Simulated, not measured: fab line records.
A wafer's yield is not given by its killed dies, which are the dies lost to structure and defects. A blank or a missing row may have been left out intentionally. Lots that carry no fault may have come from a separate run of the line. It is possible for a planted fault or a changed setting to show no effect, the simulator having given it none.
A lot that was struck, set against a sound lot ; flow nandHarc ; 14 steps out of a route of 1302
Sound: these wafers, L194.2, L194.3, L194.5. Wafers L201.1, L201.2, L201.4 were the ones struck. Last of all comes the cause.
Per side, at each step with rows, come the tool, then ch with its chambers, and then its first start. Under that, the readings that differ: sound wafers ; struck wafers ; difference of the means ; sigmas: that difference in standard deviations of wafers without a fault.
alike: words and numbers the same on both sides, and readings whose means are apart by under 2 such deviations; not compared: readings that were withheld, readings missing a value for some wafer, numbers with overlapping values and no deviation given by the record, and bounds like >300 which may hide the same value.
A row with sigmas, a row that says differs or no value, or rows on one side alone: a step with any of these is where the two part. Numbers that don't overlap but have no deviation are shown without sigmas and don't part them. A reading that every wafer of one side lacks parts them only if that side has two wafers or more.

NHARC_A_CHANNEL_HOLE_D1_ETCH_44: etches the open film in CF4/O2, target depth 140 nm, overetch 14 nm, time 77 s.
  sound on rieDiel-11 ch 0,1,3, day 10 22:19; struck on rieDiel-11 ch 0,2,3, day 14 18:31
  alike: cf4FlowSccm, drypumpMotorCurrentA, oesProductAu, rfVppV, showerheadPlenumPTorr, throttleValvePct
  not compared: rfHoursCounterH
NHARC_A_CHANNEL_HOLE_D1_STRIP_27: strips in O2.
  sound on rieDiel-11 ch 2,3; struck on rieDiel-11 ch 1,2,3
  alike: drypumpMotorCurrentA, oesProductAu, rfVppV, showerheadPlenumPTorr, throttleValvePct
  not compared: rfHoursCounterH
then, 2 steps without rows for these wafers: NHARC_A_CHANNEL_HOLE_D1_PRECLEAN_28 (cleans in SC1); NHARC_A_CHANNEL_HOLE_D1_SRD_29.
NHARC_A_CHANNEL_HOLE_D1_CD_MEAS_30:
  sound on cdSem-03, day 10 23:06; struck on cdSem-02, day 14 19:19
  alike: cdNm
NHARC_A_CHANNEL_HOLE_D1_XSEM_31:
  sound on xsem-01 ch 0, day 10 23:11; struck on xsem-01 ch 0, day 14 19:23
  alike: botCdNm, bowNm, tiltDeg
NHARC_A_CHANNEL_HOLE_D1_INSPECT_40:
  sound on defectInspect-02, day 10 23:17; struck on defectInspect-01, day 14 19:29
  alike: rawDefectCount
then, 4 steps without rows for these wafers: NHARC_A_CHANNEL_FILL_D1_PRECLEAN_00 (cleans in SC1); NHARC_A_CHANNEL_FILL_D1_SRD_01; NHARC_A_CHANNEL_FILL_D1_ALD_02 (deposits SiO2, target thk 6 nm, pulse time 10 s, ald cycles 60); NHARC_A_CHANNEL_FILL_D1_ALD_03 (deposits SiNx, target thk 6 nm, pulse time 60 s, ald cycles 58).
NHARC_A_CHANNEL_FILL_D1_ALD_14: deposits SiO2, target thk 2.5 nm, pulse time 10 s, ald cycles 25.
  sound on aldHk-04 ch 0,1,2, day 11 06:31; struck on aldHk-04 ch 0,1,2, day 15 02:44
  alike: aldCycles, heaterPowerOuterW, heaterPowerW, precursorPulseHeightRel
NHARC_A_CHANNEL_FILL_D1_ALD_15: deposits SiNx, target thk 2 nm, pulse time 60 s, ald cycles 19.
  sound on aldSinBatch-02 ch 0, day 11 09:36; struck on aldSinBatch-01 ch 0, day 15 05:51
reading;sound;struck;difference;sigmas
aldCycles;19 19 19;22 22 22;+3;
  alike: precursorPulseHeightRel
NHARC_A_CHANNEL_FILL_D1_ALD_16: deposits SiO2, target thk 1.5 nm, pulse time 10 s, ald cycles 15.
  sound on aldHk-02 ch 0,1,3, day 11 11:39; struck on aldHk-02 ch 0,1,3, day 15 07:56
  alike: aldCycles, heaterPowerOuterW, heaterPowerW, precursorPulseHeightRel

== WHERE THEY PART ==
Nowhere in this record.

WHY: whatever the simulator had introduced
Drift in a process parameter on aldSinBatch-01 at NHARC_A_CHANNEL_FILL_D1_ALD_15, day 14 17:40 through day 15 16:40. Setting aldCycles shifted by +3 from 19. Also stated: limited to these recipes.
